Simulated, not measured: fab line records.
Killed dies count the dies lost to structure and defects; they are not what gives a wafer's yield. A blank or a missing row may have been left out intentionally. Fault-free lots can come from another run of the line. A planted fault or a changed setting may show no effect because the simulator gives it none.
Which tool did it?	flow nand_harc	Sampling: 14 lots, 42 wafers, 4 of 1159 route steps

## WHAT THE GAUGES READ, wafer by wafer
NHARC_END_SORT_01. Usual: defect_limited_yield 95.2 %, standard deviation 1.6; killed_at_array 28, standard deviation 11; killed_at_other 0.8, standard deviation 1.3; killed_at_periphery 3.6, standard deviation 2.5; killed_dies 32, standard deviation 11; killed_open 3.0, standard deviation 1.8; killed_short 2.0, standard deviation 1.5; sort_bin_2_pct 1.5 %, standard deviation 0.66; sort_bin_3_pct 0.25 %, standard deviation 0.23; sort_bin_4_pct 3.0 %, standard deviation 1.1; sort_n_pass 645, standard deviation 11; sort_rim_yield_pct 96.0 %, standard deviation 2.9; sort_yield_pct 95.2 %, standard deviation 1.6.
lot	measured	on	defect_limited_yield (%)	killed_at_array	killed_at_other	killed_at_periphery	killed_dies	killed_open	killed_short	sort_bin_2_pct (%)	sort_bin_3_pct (%)	sort_bin_4_pct (%)	sort_n_pass	sort_rim_yield_pct (%)	sort_yield_pct (%)	flag
L508	day 20 21:23	prober-01	98.4 95.9 95.9	9 23 25	0 0 0	2 5 3	11 28 28	2 4 3	1 3 3	0.7 1.3 1.3	0 0 0.15	0.9 2.8 2.7	666 649 649	98.1 97.2 92.5	98.4 95.9 95.9	
L526	day 23 19:52	prober-01	0 94.8 94.2	672 33 36	2 1 2	3 1 1	677 35 39	2 1 0	2 2 2	95.1 1.9 2.1	0.89 0 0.30	4.0 3.2 3.4	0 642 638	0 98.1 96.2	0 94.8 94.2	OFF
L528	day 24 18:07	prober-01	0.1 96.9 95.7	674 17 26	0 0 0	2 4 3	676 21 29	4 4 8	3 2 0	96.2 1.5 1.0	0.44 0.15 0.59	3.2 1.5 2.7	1 656 648	0.9 98.1 94.3	0.1 96.9 95.7	OFF

## TOOL THAT RAN EACH LOT (tool first, then ch and the chambers of the sampled wafers, then the start)
lot	NHARC_A_M1_PVD_21	NHARC_A_M1_ANNEAL_31	NHARC_A_BONDPAD_ECD_18
L507	pvd_sputter-02, day 17 22:44 or earlier	rtp_anneal-01 ch 0, day 17 22:44	ecd_cu-02 ch 0,1, day 18 02:59
L506	pvd_sputter-03, day 17 23:56 or earlier	rtp_anneal-02 ch 0, day 17 23:56	ecd_cu-02 ch 0,1, day 18 04:25
L510	pvd_sputter-01, day 18 03:06 or earlier	rtp_anneal-02 ch 0, day 18 03:06	ecd_cu-01 ch 0,1, day 18 11:17
L508	pvd_sputter-02, day 18 03:51 or earlier	rtp_anneal-01 ch 0, day 18 03:51	ecd_cu-01 ch 0,1, day 18 12:40
L509	pvd_sputter-03, day 18 04:33 or earlier	rtp_anneal-01 ch 0, day 18 04:33	ecd_cu-02 ch 0,1, day 18 12:52
L511	pvd_sputter-02, day 18 21:34 or earlier	rtp_anneal-01 ch 0, day 18 21:34	ecd_cu-01 ch 0,1, day 19 02:15
L512	pvd_sputter-02, day 19 10:08 or earlier	rtp_anneal-02 ch 0, day 19 10:08	ecd_cu-01 ch 0,1, day 19 14:34
L513	pvd_sputter-02, day 19 20:28 or earlier	rtp_anneal-02 ch 0, day 19 20:28	ecd_cu-02 ch 0,1, day 20 01:14
L517	pvd_sputter-03, day 20 13:06 or earlier	rtp_anneal-01 ch 0, day 20 13:06	ecd_cu-02 ch 0,1, day 20 17:25
L519	pvd_sputter-03, day 20 18:45 or earlier	rtp_anneal-01 ch 0, day 20 18:45	ecd_cu-01 ch 0,1, day 20 23:02
L520	pvd_sputter-01, day 21 08:32 or earlier	rtp_anneal-01 ch 0, day 21 08:32	ecd_cu-02 ch 0,1, day 21 12:39
L522	pvd_sputter-01, day 21 17:10 or earlier	rtp_anneal-02 ch 0, day 21 17:10	ecd_cu-01 ch 0,1, day 21 21:26
L526	pvd_sputter-02, day 22 07:31 or earlier	rtp_anneal-01 ch 0, day 22 07:31	ecd_cu-01 ch 0,1, day 22 11:41
L528	pvd_sputter-01, day 23 04:35 or earlier	rtp_anneal-02 ch 0, day 23 04:35	ecd_cu-01 ch 0,1, day 23 08:52
- NHARC_A_M1_PVD_21: deposits Cu, target thk 30 nm, time 20.49 s.
- NHARC_A_M1_ANNEAL_31: time 90 s.
- NHARC_A_BONDPAD_ECD_18: material Cu, target thk 400 nm.

## AS READ BY THE TOOLS THEMSELVES (means over the sampled wafers that have a number; for cases with no such wafer, the mark the record gives instead)
NHARC_A_M1_PVD_21. Usual: cathode_dc_power_W 5000.1 W, standard deviation 0.85; substrate_temp_c 30.01 C, standard deviation 0.1; throttle_valve_pct 29.9 %, standard deviation 0.85.
lot	tool	cathode_dc_power_W (W)	substrate_temp_c (C)	throttle_valve_pct (%)	flag
L507	pvd_sputter-02	4999.9	30.01	29.8	
L506	pvd_sputter-03	5000.3	30.00	29.6	
L510	pvd_sputter-01	4999.7	30.11	30.3	
L508	pvd_sputter-02	4999.4	29.96	29.1	
L509	pvd_sputter-03	4999.6	30.01	29.8	
L511	pvd_sputter-02	5000.1	30.10	30.6	
L512	pvd_sputter-02	4999.4	30.00	30.6	
L513	pvd_sputter-02	5000.1	30.06	30.5	
L517	pvd_sputter-03	4999.2	29.98	29.4	
L519	pvd_sputter-03	5001.2	29.94	29.5	
L520	pvd_sputter-01	5001.2	30.07	30.2	
L522	pvd_sputter-01	4999.7	30.08	29.9	
L526	pvd_sputter-02	5000.6	30.10	30.4	
L528	pvd_sputter-01	4999.7	30.05	29.8	

NHARC_A_M1_ANNEAL_31. Usual: 226.28 for wafer_temp_C_max, sd 0.28.
lot	tool	wafer_temp_C_max	flag
L507	rtp_anneal-01	226.36	
L506	rtp_anneal-02	226.44	
L510	rtp_anneal-02	226.27	
L508	rtp_anneal-01	226.18	
L509	rtp_anneal-01	226.20	
L511	rtp_anneal-01	226.13	
L512	rtp_anneal-02	226.38	
L513	rtp_anneal-02	226.33	
L517	rtp_anneal-01	226.18	
L519	rtp_anneal-01	226.15	
L520	rtp_anneal-01	226.28	
L522	rtp_anneal-02	226.20	
L526	rtp_anneal-01	226.01	
L528	rtp_anneal-02	226.48	

NHARC_A_BONDPAD_ECD_18. Usual: 25.01 C for bath_temp_c, sd 0.11.
lot	tool	bath_temp_c (C)	flag
L507	ecd_cu-02	24.94	
L506	ecd_cu-02	24.94	
L510	ecd_cu-01	24.92	
L508	ecd_cu-01	25.07	
L509	ecd_cu-02	24.94	
L511	ecd_cu-01	25.09	
L512	ecd_cu-01	24.88	
L513	ecd_cu-02	25.09	
L517	ecd_cu-02	25.06	
L519	ecd_cu-01	25.04	
L520	ecd_cu-02	25.11	
L522	ecd_cu-01	24.99	
L526	ecd_cu-01	24.97	
L528	ecd_cu-01	25.16	

## THE ANSWER, worked out from the rows above alone
Rule: lot off if the mean of its wafers having a number is beyond 3 standard deviations from the usual mean. A lot without any number at a reading at which 4 lots or more have one is off too. All remaining lots with rows at the step are treated as sound. The gauges are gone through in route order, then the tools' own readings, and for those a lot's mean is taken as printed above. At the first step where some lot is off, the reading lying furthest off is the one used; lots without a number count as furthest.
Off, at NHARC_END_SORT_01 on sort_bin_2_pct: L526, L528. Neither off nor sound, because the step has no rows for them: L507, L506, L510, L509, L511, L512, L513, L517, L519, L520, L522.
A tool fits if, at a process step before that reading, it ran every lot that is off, and no sound lot after the first of them. The gauges at NHARC_END_SORT_01 are tried like those tools. NHARC_A_M1_PVD_21: start missing for some lots; hours and lot order therefore follow NHARC_A_M1_ANNEAL_31. Can't be told from this: 2 tools fit, ecd_cu-01 at NHARC_A_BONDPAD_ECD_18, prober-01 at NHARC_END_SORT_01.

## WHAT THE SIMULATOR PUT IN
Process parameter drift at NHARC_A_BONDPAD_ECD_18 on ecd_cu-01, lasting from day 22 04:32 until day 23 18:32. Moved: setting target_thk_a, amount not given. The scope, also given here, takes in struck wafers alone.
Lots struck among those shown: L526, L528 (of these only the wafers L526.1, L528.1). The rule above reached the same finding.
